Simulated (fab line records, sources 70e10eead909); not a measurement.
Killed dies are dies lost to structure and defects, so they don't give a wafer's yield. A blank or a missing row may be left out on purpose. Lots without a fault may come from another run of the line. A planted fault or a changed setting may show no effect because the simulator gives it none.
fab line records | flow nand_harc
record lots=5 wafers=15 last_day=34
route steps=1302 shown A_DECK1_JOINT@527 A_ONON_D2@545 END@1302
lots that met no fault: from a run of the same line without faults
start_h: hours from the record's first day to the start of the lot's first wafer shown | wait_h: hours since the lot's step before | " the same as in the row above | L1.1+2: a row that stands for several wafers | - no value, or no start given | * or withheld: withheld | < > ~ a bound
route shown NAME@n: a module of which the file shows steps, and the number in the route of the first | usual: mean/standard deviation of fault-free wafers | same: alike in all rows | chamber/n: place in a boat | sites: the reading at each site | _std_site: their standard deviation | _edge_site: outer sites' mean less inner sites' | radius_mm: how far each site lies from the wafer's centre | mask NAME#n: copy n | behind: the tool/chamber that last shaped the wafer | hold: why the lot was held/for how many hours/how that ended | device: the transistor (n, p or np) that didn't switch | end of line: the same wafers' tests at the end of the route | a step without rows: its recipe alone | killed: dies lost to structure and defects at the first sort, not the wafer's yield | map: a wafer's dies, x killed, . not, _ none there
set.NAME: the setting as run; set.NAME@STEP: as run at that earlier step | model.NAME: the simulator's own value behind a step, which no gauge read
lots at some steps of the route; a table a step, a row a wafer
services: from which hour (start_h, from the record's first day; less than 0 if before it) a tool's chamber was out of use, for how many hours, and why
## steps
# step NHARC_A_DECK1_JOINT_CMP_13
# recipe target_thk_nm=51.023
# usual motor_current_A=11.4/0.93 time_to_endpoint_s=7.7/3
# columns lot.wafer tool chamber start_h wait_h motor_current_A time_to_endpoint_s
L958.3 cmp-04 0 306.33 0.4 9.2 7.1
L958.5 " 3 " " 11.7 0.4
L958.6 " 0 " " 9.4 4.3
L967.2 cmp-03 2 394.47 0.4 11.3 9.9
L967.5 " 0 " " 11.9 7.0
L967.6 " 1 " " 12.0 3.8
L968.1 cmp-03 3 402.73 0.4 11.1 8.4
L968.5 " 3 " " 10.7 9.5
L968.6 " 0 " " 11.4 5.5
L969.3 cmp-03 0 416.38 0.4 11.3 6.0
L969.4 " 1 " " 11.3 5.4
L969.5 " 3 " " 10.8 6.1
L976.3 cmp-03 2 480.31 0.4 11.1 8.1
L976.1 " 3 " " 10.6 8.7
L976.5 " 1 " " 12.1 5.4
# step NHARC_A_DECK1_JOINT_THK_MEAS_14
# recipe thk_meas_gauge=ellipsometry
# usual thk_nm=50.8/1.7
# columns lot.wafer tool chamber start_h wait_h thk_nm
L958.3 film_metro-02 - 306.56 0.2 51.6
L958.5 " - " " 48.3
L958.6 " - " " 51.0
L967.2 film_metro-01 - 394.67 0.2 51.4
L967.5 " - " " 48.0
L967.6 " - " " 49.4
L968.1 film_metro-02 - 402.98 0.2 50.6
L968.5 " - " " 51.5
L968.6 " - " " 50.3
L969.3 film_metro-01 - 416.59 0.2 50.5
L969.4 " - " " 48.9
L969.5 " - " " 51.6
L976.1 film_metro-01 - 480.54 0.2 53.1
L976.3 " - " " 51.3
L976.5 " - " " 50.6
# step NHARC_A_DECK1_JOINT_SRD_04
# step NHARC_A_DECK1_JOINT_ETCHBACK_00
# recipe target_depth_a=300 time_s=17.4 hbr_flow_sccm=150 rf_w=350 icp_w=350 bias_w=60 chemistry=HBr
# usual drypump_motor_current_A=5.8/0.45 oes_product_au=1.003/0.012 throttle_valve_pct=23.267/0.0092
# columns lot.wafer tool chamber start_h wait_h drypump_motor_current_A oes_product_au rf_hours_counter_h throttle_valve_pct
L958.3 rie_si-01 2 306.71 0.1 5.1 0.997 0.8 23.269
L958.6 " 0 " " 4.8 1.014 - 23.268
L958.5 " 1 " " 5.5 1.010 - 23.257
L967.2 rie_si-02 0 394.83 0.1 6.4 0.984 0.7 23.266
L967.5 " 2 " " 6.4 1.018 - 23.276
L967.6 " 3 " " 6.2 1.007 - 23.265
L968.1 rie_si-05 1 403.12 0.1 5.9 1.005 0.6 23.285
L968.6 " 0 " " 5.6 0.997 - 23.252
L968.5 " 1 " " 5.9 1.002 - 23.268
L969.4 rie_si-05 2 416.73 0.1 6.2 0.994 0.7 23.265
L969.3 " 3 " " 5.7 1.023 0.7 23.280
L969.5 " 2 " " 6.3 1.002 - 23.263
L976.1 rie_si-02 1 480.67 0.1 5.8 1.010 0.1 23.257
L976.3 " 3 " " 6.2 1.033 0.1 23.266
L976.5 " 2 " " 6.4 1.015 - 23.271
# step NHARC_A_DECK1_JOINT_PRECLEAN_30
# recipe time_s=* temp_c=50 bath_age_min=0 chemistry=SC1
# step NHARC_A_DECK1_JOINT_SRD_31
# step NHARC_A_DECK1_JOINT_CVD_34
# recipe target_thk_a=200 temp_c=700 pressure_mtorr=300 material=SiNx
# step NHARC_A_DECK1_JOINT_DEP_06
# recipe target_thk_a=800 temp_c=65 material=SiOx
# step NHARC_A_DECK1_JOINT_CURE_26
# recipe temp_c=150 time_s=32 pressure_atm=0.395
# step NHARC_A_DECK1_JOINT_ANNEAL_27
# recipe temp_c=400 time_s=3600 idle_temp_c=300 ramp_up_c_per_min=10 densification_p_h2o_torr=640
# step NHARC_A_DECK1_JOINT_ANNEAL_28
# recipe temp_c=500 time_s=1800 idle_temp_c=400 ramp_up_c_per_min=10 densification_p_h2o_torr=640
# step NHARC_A_DECK1_JOINT_ANNEAL_29
# recipe temp_c=750 time_s=1800 idle_temp_c=500 ramp_up_c_per_min=10 ramp_down_c_per_min=3
# step NHARC_A_DECK1_JOINT_CMP_02
# recipe material=SiOx
# usual motor_current_A=11.5/0.9
# columns lot.wafer tool chamber start_h wait_h motor_current_A
L958.3 cmp-02 1 331.16 0.4 12.3
L958.5 " 0 " " 12.4
L958.6 " 1 " " 12.5
L967.2 cmp-04 3 418.71 0.4 11.6
L967.6 " 1 " " 12.9
L967.5 " 2 " " 11.3
L968.1 cmp-02 2 425.27 0.4 11.6
L968.5 " 0 " " 12.7
L968.6 " 1 " " 12.3
L969.4 cmp-03 3 439.73 0.4 10.2
L969.3 " 1 " " 11.4
L969.5 " 3 " " 10.8
L976.3 cmp-03 3 512.24 0.4 10.7
L976.1 " 1 " " 11.5
L976.5 " 3 " " 10.7
# step NHARC_A_DECK1_JOINT_SRD_15
# step NHARC_A_DECK1_JOINT_DEP_16
# recipe target_thk_a=450 temp_c=400 pressure_torr=6.5 rf_w=900 teos_flow_sccm=161.4 flow_sccm=2650 target_thk_nm=45 gas=O2 material=SiO2
# usual chamber_pressure_Torr=6.499/0.014 heater_power_w=615/98 throttle_valve_pct=16.0/0.33
# columns lot.wafer tool chamber start_h wait_h chamber_pressure_Torr heater_power_w throttle_valve_pct
L958.3 pecvd-03 1 331.53 0.1 6.491 351 15.6
L958.5 " 2 " " 6.513 590 16.0
L958.6 " 0 " " 6.495 729 15.9
L967.2 pecvd-01 2 419.07 0.1 6.456 623 16.5
L967.5 " 1 " " 6.497 642 15.7
L967.6 " 2 " " 6.468 621 16.6
L968.1 pecvd-03 1 425.67 0.1 6.491 456 15.5
L968.6 " 2 " " 6.492 542 15.8
L968.5 " 0 " " 6.495 692 15.5
L969.3 pecvd-01 2 440.12 0.1 6.519 701 16.9
L969.4 " 2 " " 6.506 724 16.7
L969.5 " 1 " " 6.507 559 15.9
L976.1 pecvd-04 0 512.71 0.2 6.514 694 16.2
L976.3 " 2 " " 6.511 598 15.5
L976.5 " 0 " " 6.513 692 16.1
# step NHARC_A_DECK1_JOINT_THK_MEAS_17
# recipe thk_meas_gauge=ellipsometry
# usual thk_nm=45.0/1.2
# columns lot.wafer tool chamber start_h wait_h thk_nm
L958.3 film_metro-02 - 331.81 0.3 44.5
L958.5 " - " " 45.7
L958.6 " - " " 44.1
L967.2 film_metro-02 - 419.33 0.2 43.8
L967.5 " - " " 44.8
L967.6 " - " " 46.1
L968.1 film_metro-01 - 425.89 0.2 44.1
L968.5 " - " " 46.3
L968.6 " - " " 43.6
L969.3 film_metro-01 - 440.40 0.3 45.0
L969.4 " - " " 44.5
L969.5 " - " " 42.8
L976.1 film_metro-02 - 512.99 0.3 45.6
L976.3 " - " " 44.0
L976.5 " - " " 44.9
# step NHARC_A_DECK1_JOINT_INSPECT_05
# usual raw_defect_count=364/150
# columns lot.wafer tool chamber start_h wait_h raw_defect_count
L958.3 defect_inspect-02 - 331.85 0.0 1592
L958.5 " - " " 712
L958.6 " - " " 1574
L967.2 defect_inspect-02 - 419.36 0.0 549
L967.5 " - " " 290
L967.6 " - " " 347
L968.1 defect_inspect-02 - 425.92 0.0 525
L968.5 " - " " 257
L968.6 " - " " 342
L969.3 defect_inspect-02 - 440.43 0.0 194
L969.4 " - " " 313
L969.5 " - " " 205
L976.1 defect_inspect-02 - 513.02 0.0 335
L976.3 " - " " 603
L976.5 " - " " 673
# step NHARC_A_ONON_D2_DEP_00
# recipe target_thk_a=10000 n2_flow_sccm=2750 n2o_flow_sccm=2000 nh3_flow_sccm=500 sih4_flow_sccm=210 temp_c=400
# step NHARC_END_SORT_01
# recipe temp_c=25
# usual killed_at_array=59/16 killed_at_other=0.7/1.1 killed_at_periphery=4/3 killed_dies=64/16 killed_open=3.4/1.8 killed_short=2.6/1.7
# same gross_dies=677
# columns lot.wafer tool chamber start_h wait_h killed_at_array killed_at_other killed_at_periphery killed_dies killed_open killed_short
L958.3 prober-01 0 607.65 3.1 520 0 1 521 1 1
L958.5 prober-01 0 609.24 3.7 54 0 2 56 1 2
L958.6 prober-01 0 610.04 4.0 493 0 3 496 2 3
L967.2 prober-02 0 705.82 2.8 52 0 0 52 1 3
L967.5 prober-02 0 708.20 3.7 52 0 5 57 2 4
L967.6 prober-02 0 708.99 4.0 70 0 3 73 3 2
L968.1 prober-02 0 714.70 2.5 62 0 2 64 2 3
L968.5 prober-02 0 717.91 3.7 82 0 2 84 6 3
L968.6 prober-02 0 718.71 4.0 77 0 2 79 4 3
L969.3 prober-01 0 725.88 3.1 52 0 2 54 2 4
L969.4 prober-01 0 726.69 3.4 47 0 7 54 1 5
L969.5 prober-01 0 727.49 3.7 52 1 2 55 2 1
L976.1 prober-02 0 802.57 2.5 55 0 6 61 2 8
L976.3 prober-02 0 804.19 3.1 53 0 3 56 3 0
L976.5 prober-02 0 805.80 3.7 58 0 5 63 5 6
# killed by level:class
L958.3 A_DECK1_JOINT:unspecified=485 A_CHANNEL_HOLE_D2:chamber_film_flake=28 A_CHANNEL_HOLE_D1:chamber_film_flake=2 A_CONTACT:chamber_film_flake=2 P_M2:geometric_particle:short=1 A_CHANNEL_FILL_D1:geometric_particle:open=1 A_DECK1_JOINT:chamber_film_flake=1 A_M0:chamber_film_flake=1
L958.5 A_CHANNEL_HOLE_D2:chamber_film_flake=35 A_CHANNEL_HOLE_D1:chamber_film_flake=5 A_CONTACT:chamber_film_flake=5 A_STAIRCASE:chamber_film_flake=3 A_CHANNEL_FILL_D1:chamber_film_flake=2 A_CHANNEL_FILL_D1:geometric_particle:short=1 A_CHANNEL_FILL_D2:geometric_particle:open=1 A_WL_FILL:geometric_particle:short=1
L958.6 A_DECK1_JOINT:unspecified=464 A_CHANNEL_HOLE_D2:chamber_film_flake=17 A_CHANNEL_HOLE_D1:chamber_film_flake=4 A_CHANNEL_FILL_D2:geometric_particle:short=2 A_CONTACT:chamber_film_flake=2 P_CONTACT:geometric_particle:open=1 A_CHANNEL_FILL_D1:chamber_film_flake=1 A_ONON_D1:geometric_particle:open=1
L967.2 A_SLIT:chamber_film_flake=13 A_CHANNEL_HOLE_D1:chamber_film_flake=11 A_CHANNEL_HOLE_D2:chamber_film_flake=9 A_STAIRCASE:chamber_film_flake=5 A_CONTACT:chamber_film_flake=5 A_WL_FILL:chamber_film_flake=3 A_ONON_D1:geometric_particle:short=2 A_WL_FILL:geometric_particle:short=1
L967.5 A_SLIT:chamber_film_flake=16 A_CHANNEL_HOLE_D2:chamber_film_flake=10 A_CHANNEL_HOLE_D1:chamber_film_flake=8 A_CONTACT:chamber_film_flake=6 A_WL_FILL:chamber_film_flake=3 A_DECK1_JOINT:chamber_film_flake=2 A_STAIRCASE:chamber_film_flake=2 A_BLC:chamber_film_flake=2
L967.6 A_SLIT:chamber_film_flake=25 A_CHANNEL_HOLE_D2:chamber_film_flake=22 A_CHANNEL_HOLE_D1:chamber_film_flake=5 A_WL_FILL:chamber_film_flake=5 A_CONTACT:chamber_film_flake=4 A_STAIRCASE:chamber_film_flake=3 A_DECK1_JOINT:chamber_film_flake=2 P_CONTACT:geometric_particle:open=1
L968.1 A_CHANNEL_HOLE_D1:chamber_film_flake=29 A_CHANNEL_HOLE_D2:chamber_film_flake=14 A_SLIT:chamber_film_flake=6 A_STAIRCASE:chamber_film_flake=4 A_WL_FILL:geometric_particle:short=2 A_CONTACT:chamber_film_flake=2 P_CONTACT:geometric_particle:short=1 A_WL_FILL:geometric_particle:open=1
L968.5 A_CHANNEL_HOLE_D1:chamber_film_flake=38 A_CHANNEL_HOLE_D2:chamber_film_flake=14 A_SLIT:chamber_film_flake=8 A_DECK1_JOINT:chamber_film_flake=4 A_STAIRCASE:chamber_film_flake=4 A_CONTACT:chamber_film_flake=4 A_DECK1_JOINT:geometric_particle:short=2 A_DECK1_JOINT:geometric_particle:open=2
L968.6 A_CHANNEL_HOLE_D1:chamber_film_flake=29 A_CHANNEL_HOLE_D2:chamber_film_flake=21 A_SLIT:chamber_film_flake=7 A_CONTACT:chamber_film_flake=6 A_STAIRCASE:chamber_film_flake=3 A_DECK1_JOINT:geometric_particle:open=2 A_DECK1_JOINT:chamber_film_flake=2 P_ZERO_WELL:geometric_particle:short=1
L969.3 A_SLIT:chamber_film_flake=29 A_CHANNEL_HOLE_D1:chamber_film_flake=7 A_CONTACT:chamber_film_flake=7 A_STAIRCASE:chamber_film_flake=2 A_CHANNEL_FILL_D1:geometric_particle:short=1 A_CHANNEL_FILL_D1:geometric_particle:open=1 A_DECK1_JOINT:geometric_particle:short=1 A_ONON_D2:geometric_particle:short=1
L969.4 A_SLIT:chamber_film_flake=25 A_CHANNEL_HOLE_D1:chamber_film_flake=9 A_CONTACT:chamber_film_flake=5 P_M1:chamber_film_flake=2 A_BLC:chamber_film_flake=2 P_CONTACT:geometric_particle:short=1 P_M0:geometric_particle:short=1 A_ONON_D2:geometric_particle:open=1
L969.5 A_SLIT:chamber_film_flake=31 A_CHANNEL_HOLE_D1:chamber_film_flake=8 A_CONTACT:chamber_film_flake=5 A_STAIRCASE:chamber_film_flake=2 A_WL_FILL:chamber_film_flake=2 P_CONTACT:geometric_particle:open=1 A_CHANNEL_HOLE_D2:geometric_particle:short=1 A_CHANNEL_FILL_D2:geometric_particle:open=1
L976.1 A_CHANNEL_HOLE_D1:chamber_film_flake=21 A_SLIT:chamber_film_flake=17 A_STAIRCASE:chamber_film_flake=5 P_CONTACT:geometric_particle:short=2 A_CHANNEL_HOLE_D2:geometric_particle:short=2 A_DECK1_JOINT:chamber_film_flake=2 A_CONTACT:chamber_film_flake=2 P_CONTACT:geometric_particle:open=1
L976.3 A_SLIT:chamber_film_flake=21 A_CHANNEL_HOLE_D1:chamber_film_flake=17 A_CHANNEL_HOLE_D2:chamber_film_flake=4 A_STAIRCASE:chamber_film_flake=3 A_CONTACT:chamber_film_flake=3 A_ONON_D2:geometric_particle:open=2 A_WL_FILL:chamber_film_flake=2 P_CONTACT:geometric_particle:open=1
L976.5 A_CHANNEL_HOLE_D1:chamber_film_flake=22 A_SLIT:chamber_film_flake=20 A_CONTACT:chamber_film_flake=3 A_WL_FILL:chamber_film_flake=3 P_GATE:geometric_particle:short=1 P_CONTACT:geometric_particle:open=1 P_M0:geometric_particle:short=1 A_ONON_D2:geometric_particle:short=1
# map L958.3 (x killed, . not)
____________x____________
_________.xx.xx._________
_______xxxxxxxxx.x_______
______x.x.x.xxxx.xx______
_____xx..xxxxxxx.xxx_____
____xxx.x.xxxx.xxxxxx____
____.xx.xxxxxxx.xxxxx____
___...xxx.xx.xxxxxxxx.___
___xx..x.xx.xxx.xxxx..___
__xxx.x.xx.xx.xxxxxxx.x__
__xx.xxxxxxxxxxxxxx.xx.__
_x.xx.x.xxxxx..xx.x.xxx._
_xx..xxxxxxxxx.xxxx.xxxx_
_x.xxxxxxxx.xx..xxxxxxxx_
_x.x..xxxxxxxx.xxxxxxx.._
_xxxxxxxxxxx.xx..xxxxxxx_
xx.xxxxxxxxxxxx.xx.xxxxxx
xx.x.xxxxxxxxx.x.xxx.xxxx
x.xxxx..xxxxx.xxxxxxxxxxx
xxxxxxxxxxxxxxxxx.xxx....
xxxxxxx.xxxxxxxxxx.xxxxxx
_.x.xxx.x.xxx..xxxxx.xxx_
_x.x.xx..xxxxx.xx.x.xxxx_
_xxx.xxxxxx.x..x...x.xx._
_..x...xx.xxxxxxxxxxxxxx_
_x.xxx..x.xxxxxxxxxxxxxx_
__..xx.xxxxxxxxxxxxx.xx__
__xxxx.xx.xxxx.xx.xx..x__
___.xxxx.xx..xxxxxxxx.___
___..x.xxxxxxxxxx.xxxx___
____xx.xxx.x.x.x.xxxx____
____xx.xxxxx.xx.xx.x.____
_____.xx.xxxxx.xxx.._____
______x.x.xxxxxxx.x______
_______xxxxxxxx.xx_______
_________xx.xx.x_________
____________.____________
# map L968.5 (x killed, . not)
____________.____________
_________xx....._________
_______xxx........_______
______..xx.........______
_____..xxxx.......x._____
____...xx.......x....____
____...x..x.....x....____
___..x.............x.x___
___......x..........x.___
__....x................__
__.......x.............__
_...x....x.............._
_...x.x................._
_.........x....x........_
_.......x..............._
_...........x..........._
.......x..............x..
....x...x..........x.xx..
......x..........x..xx.x.
.........x.....x..xxxxxx.
...............x.xxx.xx..
_..............x...xxxxx_
_.................xxxx.._
_.................xxxx.._
_...............x..xxx.._
_....................x.x_
__.....................__
__...x...............x.__
___...................___
___................x..___
____..x..............____
____.................____
_____............x.._____
______.............______
_______..........._______
_________......._________
____________.____________
## services
# columns tool chamber start_h hours kind
pecvd-03 2 287.08 8.3 repair
pecvd-01 - 290.25 0.8 repair
rie_si-05 - 305.00 9.0 pm
cmp-04 - 307.02 4.0 pm
pecvd-01 - 311.06 13.0 pm
cmp-04 - 313.01 3.4 repair
cmp-02 - 332.97 4.0 pm
cmp-03 - 342.52 6.0 repair
pecvd-03 1 348.42 4.6 repair
cmp-03 - 351.78 2.2 repair
cmp-03 - 358.47 4.0 pm
pecvd-03 - 366.00 13.0 pm
cmp-04 - 368.10 2.7 repair
cmp-04 - 374.54 0.9 repair
cmp-04 - 405.02 4.0 pm
cmp-02 - 406.10 1.1 repair
cmp-03 - 412.15 2.4 repair
pecvd-03 - 412.51 0.6 repair
cmp-03 - 428.62 3.0 repair
pecvd-03 1 429.60 10.7 repair
cmp-02 - 429.71 0.2 repair
cmp-02 - 430.97 4.0 pm
rie_si-02 - 454.00 9.0 pm
cmp-03 - 456.47 4.0 pm
## key
first_sign step=NHARC_A_DECK1_JOINT_INSPECT_05 reading=raw_defect_count direction=up sigmas=8.1 usual=364 struck=1583
effect step=NHARC_END_SORT_01 reading=killed_at_array direction=up sigmas=27 usual=59 struck=506
more_kills_born_at NHARC_A_DECK1_JOINT_CMP_02@cmp-02=949
met_at NHARC_A_DECK1_JOINT_CMP_02
struck_wafers L958.3,L958.6
tester_left_out L958
fault kind=chamber_particle_source tool=cmp-02 chamber=1 onset_h=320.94 steps=NHARC_A_DECK1_JOINT_CMP_02 rate_per_visit_cm2=1.4814 end_h=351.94
# tester_left_out: of these lots the tester's yield and bins aren't shown, on N5 and GAA mostly nor the transistor test; their killed dies are dies lost to structure and defects alone, not to doping, threshold or leakage, so they don't give the yield
